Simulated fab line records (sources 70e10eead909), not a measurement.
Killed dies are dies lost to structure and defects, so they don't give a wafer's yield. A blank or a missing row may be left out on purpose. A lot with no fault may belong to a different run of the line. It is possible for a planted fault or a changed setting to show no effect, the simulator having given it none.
Which tool was responsible? / flow nand harc / 24 lots, 72 wafers sampled, at 2 steps of a route of 1159

WHAT EACH GAUGE READ, for each wafer
NHARC_P_CONTACT_CD_MEAS_12 targets a cd of 90 nm.
lot=L074; measured=day 5 13:36; on=cd sem-03; cd nm (nm)=90.1 90.1 91.2
lot=L075; measured=day 5 14:16; on=cd sem-01; cd nm (nm)=89.4 91.0 90.7
lot=L077; measured=day 6 06:09; on=cd sem-01; cd nm (nm)=89.2 89.3 90.4
lot=L076; measured=day 6 06:37; on=cd sem-01; cd nm (nm)=90.0 89.5 89.9
lot=L078; measured=day 6 09:16; on=cd sem-02; cd nm (nm)=90.5 91.2 90.4
lot=L080; measured=day 6 17:52; on=cd sem-02; cd nm (nm)=90.4 90.0 90.5
lot=L079; measured=day 6 18:13; on=cd sem-03; cd nm (nm)=90.1 90.4 89.8
lot=L081; measured=day 7 11:06; on=cd sem-01; cd nm (nm)=91.4 91.1 91.2
lot=L082; measured=day 7 18:25; on=cd sem-03; cd nm (nm)=90.8 90.4 90.1
lot=L083; measured=day 8 00:46; on=cd sem-02; cd nm (nm)=89.8 89.8 90.6
lot=L084; measured=day 8 05:18; on=cd sem-03; cd nm (nm)=90.0 89.7 89.5
lot=L085; measured=day 8 06:04; on=cd sem-03; cd nm (nm)=90.2 89.9 89.6
lot=L086; measured=day 8 20:58; on=cd sem-01; cd nm (nm)=89.6 90.0 89.9
lot=L087; measured=day 8 21:46; on=cd sem-03; cd nm (nm)=89.2 89.4 89.9
lot=L089; measured=day 9 00:41; on=cd sem-03; cd nm (nm)=89.6 91.9 90.1
lot=L088; measured=day 9 05:21; on=cd sem-01; cd nm (nm)=89.3 89.6 89.7
lot=L090; measured=day 9 13:50; on=cd sem-01; cd nm (nm)=90.0 90.3 90.0
lot=L091; measured=day 9 14:16; on=cd sem-02; cd nm (nm)=90.2 89.2 90.1
lot=L092; measured=day 10 05:33; on=cd sem-03; cd nm (nm)=90.1 88.9 89.3
lot=L093; measured=day 10 15:44; on=cd sem-02; cd nm (nm)=90.3 89.7 90.1
lot=L094; measured=day 10 15:53; on=cd sem-02; cd nm (nm)=90.6 90.2 90.4
lot=L095; measured=day 10 21:09; on=cd sem-02; cd nm (nm)=89.9 89.1 88.7
lot=L096; measured=day 10 22:03; on=cd sem-02; cd nm (nm)=89.3 90.1 89.9
lot=L097; measured=day 11 07:46; on=cd sem-02; cd nm (nm)=90.1 89.6 90.8

TOOL THAT RAN EACH LOT (tool first, then ch and the chambers of the sampled wafers, then the start)
lot=L074; NHARC_P_CONTACT_DEP_30=pecvd-03 ch 0,1, day 5 12:08
lot=L075; NHARC_P_CONTACT_DEP_30=pecvd-01 ch 0,1,2, day 5 12:50
lot=L077; NHARC_P_CONTACT_DEP_30=pecvd-04 ch 0,2, day 6 04:40
lot=L076; NHARC_P_CONTACT_DEP_30=pecvd-01 ch 0,1, day 6 05:03
lot=L078; NHARC_P_CONTACT_DEP_30=pecvd-04 ch 0,2, day 6 07:45
lot=L080; NHARC_P_CONTACT_DEP_30=pecvd-04 ch 0,1,2, day 6 16:23
lot=L079; NHARC_P_CONTACT_DEP_30=pecvd-03 ch 1,2, day 6 16:40
lot=L081; NHARC_P_CONTACT_DEP_30=pecvd-04 ch 0,1, day 7 09:34
lot=L082; NHARC_P_CONTACT_DEP_30=pecvd-04 ch 1,2, day 7 17:00
lot=L083; NHARC_P_CONTACT_DEP_30=pecvd-03 ch 0,1,2, day 7 23:13
lot=L084; NHARC_P_CONTACT_DEP_30=pecvd-03 ch 0,2, day 8 03:46
lot=L085; NHARC_P_CONTACT_DEP_30=pecvd-04 ch 1,2, day 8 04:32
lot=L086; NHARC_P_CONTACT_DEP_30=pecvd-03 ch 0,2, day 8 19:35
lot=L087; NHARC_P_CONTACT_DEP_30=pecvd-01 ch 0,1,2, day 8 20:20
lot=L089; NHARC_P_CONTACT_DEP_30=pecvd-01 ch 1,2, day 8 23:16
lot=L088; NHARC_P_CONTACT_DEP_30=pecvd-03 ch 0,1,2, day 9 03:49
lot=L090; NHARC_P_CONTACT_DEP_30=pecvd-03 ch 0,2, day 9 12:25
lot=L091; NHARC_P_CONTACT_DEP_30=pecvd-01 ch 0,1,2, day 9 12:44
lot=L092; NHARC_P_CONTACT_DEP_30=pecvd-03 ch 0,1, day 10 04:08
lot=L093; NHARC_P_CONTACT_DEP_30=pecvd-01 ch 1,2, day 10 14:13
lot=L094; NHARC_P_CONTACT_DEP_30=pecvd-04 ch 0,1,2, day 10 14:14
lot=L095; NHARC_P_CONTACT_DEP_30=pecvd-04 ch 0,1,2, day 10 19:37
lot=L096; NHARC_P_CONTACT_DEP_30=pecvd-01 ch 0,1,2, day 10 20:41
lot=L097; NHARC_P_CONTACT_DEP_30=pecvd-03 ch 0,1,2, day 11 06:14
- NHARC_P_CONTACT_DEP_30: deposits SiNx, target thk 30 nm.

AS READ BY THE TOOLS THEMSELVES (means over the sampled wafers that have a number; for cases with no such wafer, the mark the record gives instead)
NHARC_P_CONTACT_DEP_30.
lot=L074; tool=pecvd-03; heater power w (W)=764
lot=L075; tool=pecvd-01; heater power w (W)=685
lot=L077; tool=pecvd-04; heater power w (W)=745
lot=L076; tool=pecvd-01; heater power w (W)=683
lot=L078; tool=pecvd-04; heater power w (W)=673
lot=L080; tool=pecvd-04; heater power w (W)=705
lot=L079; tool=pecvd-03; heater power w (W)=766
lot=L081; tool=pecvd-04; heater power w (W)=704
lot=L082; tool=pecvd-04; heater power w (W)=740
lot=L083; tool=pecvd-03; heater power w (W)=743
lot=L084; tool=pecvd-03; heater power w (W)=654
lot=L085; tool=pecvd-04; heater power w (W)=656
lot=L086; tool=pecvd-03; heater power w (W)=689
lot=L087; tool=pecvd-01; heater power w (W)=694
lot=L089; tool=pecvd-01; heater power w (W)=736
lot=L088; tool=pecvd-03; heater power w (W)=677
lot=L090; tool=pecvd-03; heater power w (W)=738
lot=L091; tool=pecvd-01; heater power w (W)=697
lot=L092; tool=pecvd-03; heater power w (W)=750
lot=L093; tool=pecvd-01; heater power w (W)=736
lot=L094; tool=pecvd-04; heater power w (W)=708
lot=L095; tool=pecvd-04; heater power w (W)=671
lot=L096; tool=pecvd-01; heater power w (W)=744
lot=L097; tool=pecvd-03; heater power w (W)=688

THE ANSWER, worked out from the rows above alone
Rule: the usual values come from the lots themselves. The widest of any qualifying gaps counts: lots, ordered by their means at a reading, are off when they make up no more than a third of the lots, leave a main group of 4 or more, and stand apart from it by 3 or more times the standard deviation of that group's means. The tables above print the reading to a certain number of digits; a main group whose means all agree to those digits is not used. A lot without any number at a reading at which 4 lots or more have one is off too. Where the step has rows for the other lots, those lots are counted as sound. Order of review: gauges by route order, followed by the tools' own readings, for which a lot's mean as printed above is used. The first step at which some lot is off is used, and at that step the reading that is off furthest; a lot without a number counts as furthest.
None of the lots is off at any reading shown; this tells nothing.

WHAT HAD BEEN PUT IN BY THE SIMULATOR
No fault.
